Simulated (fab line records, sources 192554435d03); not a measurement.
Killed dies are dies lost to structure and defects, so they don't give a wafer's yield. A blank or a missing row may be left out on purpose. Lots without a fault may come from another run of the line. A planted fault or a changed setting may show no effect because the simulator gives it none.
Problem report in the 8D (eight disciplines) form, filled by code | flow n5_finfet | the parts of the form that need people (team, actions taken, sign-off) are left out

1. THE PROBLEM
spin_speed_rpm at N5_BEOL_M2_COAT_62 reads a mean of 1603.3 rpm on 6 wafers of 2 lots; wafers without a fault read 1499.8 rpm with a standard deviation of 1.2. That is +86 standard deviations from the usual mean.
The step: time 60 s, resist thk 12 nm.
First seen on wafer L203.2, day 9 03:48, on litho_track-05. The record holds 30 wafers of 10 lots with a number at this step. Rule for "out", or "out of limits": more than 4 standard deviations from the usual mean. The other wafers with a number count as sound.

2. WHAT IT IS AND WHAT IT IS NOT
question                    | is                     | is not
which readings at this step | spin_speed_rpm         | dispense_pressure_kPa
which lots                  | L203, L204             | L193, L194, L196, L200, L211, L212, L213, L214
which wafers of those lots  | all that have a number | -
read on which tools         | litho_track-05         | litho_track-01, litho_track-03
when                        | from day 9 03:48       | up to then (12 sound wafers); but 12 sound wafers of L211, L212, L213, L214 came after

3. SUSPECTS, AND WHAT RULES EACH OUT
Counting: a tool at a process step up to the reading stays a suspect if it ran every lot that is out and no sound lot after the first of them.
- pvd_sputter-01 at N5_BEOL_M1_SPUTTER_90 (material Cu, target thk 4.5 nm, time 8.29 s): ruled out as a lasting fault. Sound lots L211, L212 ran on it after its first lot that is out, L203 (day 9 01:40).
- pvd_sputter-01 at N5_BEOL_M1_SPUTTER_92 (material Cu, target thk 4.5 nm, time 8.29 s): ruled out as a lasting fault. Sound lots L211, L212 ran on it after its first lot that is out, L203 (day 9 01:53).
- litho_track-05 at N5_BEOL_M2_COAT_62 (time 60 s, resist thk 12 nm): kept. It ran every lot that is out, first L203 (day 9 03:48), and no sound lot after that; its last sound lot up to then is L200 (day 8 02:08). Its own readings are out on those wafers: spin_speed_rpm.
Left after counting: litho_track-05 at N5_BEOL_M2_COAT_62.

4. THE CAUSE (what the simulator had put in)
Process parameter drift: litho_track-05, from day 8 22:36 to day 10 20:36, at N5_BEOL_M2_COAT_62. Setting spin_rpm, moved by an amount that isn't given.
Counting left only this tool.

5. THE CHAIN OF EFFECTS, in route order
Each row: a reading whose mean over the struck wafers that have a number lies more than 3 standard deviations from the usual. Only readings for which the record gives a usual standard deviation are gone through. hours: the time from each lot's start at the first step in this table that gives one to its start at this step, as a median over the lots. sigmas: the change in usual standard deviations.
hours | step               | reading        | usual      | on struck wafers | change | sigmas
0     | N5_BEOL_M2_COAT_62 | spin_speed_rpm | 1499.8 rpm | 1603.3           | +103.5 | +86
The process steps in it:
- N5_BEOL_M2_COAT_62: time 60 s, resist thk 12 nm.
Later measuring or inspecting steps at which every struck wafer that the step has a row for has a number for every such reading, and none has moved that far: N5_BEOL_M4_RC_MEAS_101.

6. WHAT WOULD HAVE CAUGHT IT SOONER
In this record the first reading out of limits was taken at day 9 03:48, 5 hours after the fault began at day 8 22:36.
